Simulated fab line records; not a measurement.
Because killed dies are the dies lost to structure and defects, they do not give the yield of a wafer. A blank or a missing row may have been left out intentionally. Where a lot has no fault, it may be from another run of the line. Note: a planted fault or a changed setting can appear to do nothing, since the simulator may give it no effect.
Chamber matching || flow nand-harc || 4 sister chambers for NHARC_A_CHANNEL_FILL_D2_ETCHBACK_20 on rie-diel-09
The step etches the open film in C4F8/O2/Ar, target depth 27 nm, time 13.5 s. 4 wafers are shown with their chamber, then 9 later ones without.

WAFERS, EACH WITH ITS CHAMBER
{"wafer": "L081.3", "chamber": 2, "rf-vpp-V (V)": 973}
{"wafer": "L084.2", "chamber": 0, "rf-vpp-V (V)": 972}
{"wafer": "L087.4", "chamber": 3, "rf-vpp-V (V)": 987}
{"wafer": "L087.5", "chamber": 1, "rf-vpp-V (V)": 983}

WAFERS WITH NO CHAMBER GIVEN
{"wafer": "L090.1", "rf-vpp-V (V)": 987}
{"wafer": "L090.3", "rf-vpp-V (V)": 974}
{"wafer": "L090.4", "rf-vpp-V (V)": 981}
{"wafer": "L092.1", "rf-vpp-V (V)": 983}
{"wafer": "L092.4", "rf-vpp-V (V)": 973}
{"wafer": "L092.6", "rf-vpp-V (V)": 986}
{"wafer": "L095.3", "rf-vpp-V (V)": 985}
{"wafer": "L095.5", "rf-vpp-V (V)": 981}
{"wafer": "L095.6", "rf-vpp-V (V)": 974}

WHICH CHAMBER EACH ONE RAN IN
{"wafer": "L090.1", "from the rows above": 3, "in truth": 3}
{"wafer": "L090.3", "from the rows above": "can't be placed: 2 or 0", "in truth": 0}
{"wafer": "L090.4", "from the rows above": 1, "in truth": 1}
{"wafer": "L092.1", "from the rows above": 1, "in truth": 1}
{"wafer": "L092.4", "from the rows above": "can't be placed: 2 or 0", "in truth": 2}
{"wafer": "L092.6", "from the rows above": "can't be placed: 3 or 1", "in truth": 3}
{"wafer": "L095.3", "from the rows above": "can't be placed: 1 or 3", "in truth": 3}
{"wafer": "L095.5", "from the rows above": 1, "in truth": 1}
{"wafer": "L095.6", "from the rows above": "can't be placed: 2 or 0", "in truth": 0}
Correctly placed: 4 of 9. These rows do not allow placing 5 (true chamber among the candidates in 5). 0 placed wrongly.
How it was worked out, from the rows above alone: a wafer's distance from a chamber is the root of the sum, over the readings, of the square of ((its reading less the chamber's mean) divided by the reading's scatter). If the next closest chamber is less than 2 further off than the closest, the wafer can't be placed; otherwise it belongs to the closest. Each chamber's mean is taken over the wafers shown for it. The scatter: with one shown wafer a chamber, the root of the mean of the squares of how far each hidden wafer lies from its nearest shown one.
